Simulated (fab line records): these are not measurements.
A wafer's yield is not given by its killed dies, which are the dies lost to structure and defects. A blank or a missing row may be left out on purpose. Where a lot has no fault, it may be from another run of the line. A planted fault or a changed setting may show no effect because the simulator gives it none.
Chamber matching | flow n5-finfet | rie-diel-02 running N5_BEOL_M3_ETCHBACK_99: 4 sister chambers
The step etches SiO2 in CHF3, target depth 5 nm, time 10.4 s. 4 wafers are shown with their chamber, then 9 later ones without.

== WAFERS WITH THEIR CHAMBER ==
wafer  | chamber | throttle-valve-pct (%)
L081.4 | 2       | 16.97
L089.5 | 1       | 16.90
L088.5 | 3       | 16.91
L088.6 | 0       | 17.46

== WAFERS WITH NO CHAMBER GIVEN ==
wafer  | throttle-valve-pct (%)
L091.1 | 16.90
L091.4 | 17.04
L091.6 | 17.47
L093.1 | 17.02
L093.3 | 16.92
L093.5 | 16.92
L097.1 | 17.49
L097.3 | 17.05
L097.4 | 16.95

== WHICH CHAMBER EACH ONE RAN IN ==
wafer  | from the rows above          | in truth
L091.1 | can't be placed: 1 or 3 or 2 | 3
L091.4 | can't be placed: 2 or 3 or 1 | 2
L091.6 | 0                            | 0
L093.1 | can't be placed: 2 or 3 or 1 | 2
L093.3 | can't be placed: 3 or 1 or 2 | 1
L093.5 | can't be placed: 3 or 1 or 2 | 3
L097.1 | 0                            | 0
L097.3 | can't be placed: 2 or 3 or 1 | 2
L097.4 | can't be placed: 2 or 3 or 1 | 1
Placed correctly: 2 of 9. Cannot be placed on the basis of these rows: 7; the candidates contain the true chamber in 7. Placed wrongly: 0.
How it was worked out, from the rows above alone: a wafer's distance from a chamber is the root of the sum, over the readings, of the square of ((its reading less the chamber's mean) divided by the reading's scatter). The wafer belongs to the nearest chamber; if the next one is less than 2 further off, it can't be placed. The mean given for a chamber averages the wafers shown for that chamber. The scatter (one wafer shown for each chamber): square how far every hidden wafer sits from the nearest shown wafer, average those squares and take the square root.
